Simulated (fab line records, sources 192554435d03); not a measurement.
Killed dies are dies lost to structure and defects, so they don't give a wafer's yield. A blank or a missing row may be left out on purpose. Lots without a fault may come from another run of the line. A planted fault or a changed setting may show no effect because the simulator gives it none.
Chamber matching | flow n5_finfet | N5_BEOL_M0_SAQP_MANDREL_ETCH_20 on rie_si-02: 4 sister chambers
The step etches a-Si in HBr/Cl2, stops on SiNx, target depth 60 nm, bt time 10 s, time 30 s. 8 wafers are shown with their chamber, then 9 later ones without.

WAFERS WITH THEIR CHAMBER
wafer  | chamber | drypump_motor_current_A (A) | throttle_valve_pct (%)
L075.5 | 3       | 6.00                        | 35.49
L080.2 | 2       | 5.96                        | 35.73
L080.3 | 3       | 6.00                        | 35.52
L084.5 | 0       | 5.21                        | 35.72
L084.6 | 1       | 5.49                        | 35.28
L089.1 | 2       | 5.94                        | 35.75
L089.3 | 0       | 5.24                        | 35.73
L089.4 | 1       | 5.53                        | 35.28

WAFERS WITHOUT THEIR CHAMBER
wafer  | drypump_motor_current_A (A) | throttle_valve_pct (%)
L092.2 | 5.22                        | 35.72
L092.3 | 5.93                        | 35.74
L092.6 | 5.51                        | 35.29
L094.1 | 5.24                        | 35.70
L094.2 | 6.00                        | 35.50
L094.6 | 5.22                        | 35.70
L095.2 | 5.96                        | 35.73
L095.3 | 5.25                        | 35.69
L095.5 | 5.53                        | 35.29

WHICH CHAMBER EACH WENT THROUGH
wafer  | from the rows above | in truth
L092.2 | 0                   | 0
L092.3 | 2                   | 2
L092.6 | 1                   | 1
L094.1 | 0                   | 0
L094.2 | 3                   | 3
L094.6 | 0                   | 0
L095.2 | 2                   | 2
L095.3 | 0                   | 0
L095.5 | 1                   | 1
Placed correctly: 9 of 9. Can't be placed from these rows: 0. Placed wrongly: 0.
How it was worked out, from the rows above alone: a wafer's distance from a chamber is the root of the sum, over the readings, of the square of ((its reading less the chamber's mean) divided by the reading's scatter). The wafer belongs to the nearest chamber; if the next one is less than 2 further off, it can't be placed. A chamber's mean is the mean of its shown wafers. The scatter: the root of (the sum of the squares of (reading less its chamber's mean) over the shown wafers, divided by (wafers less chambers)).
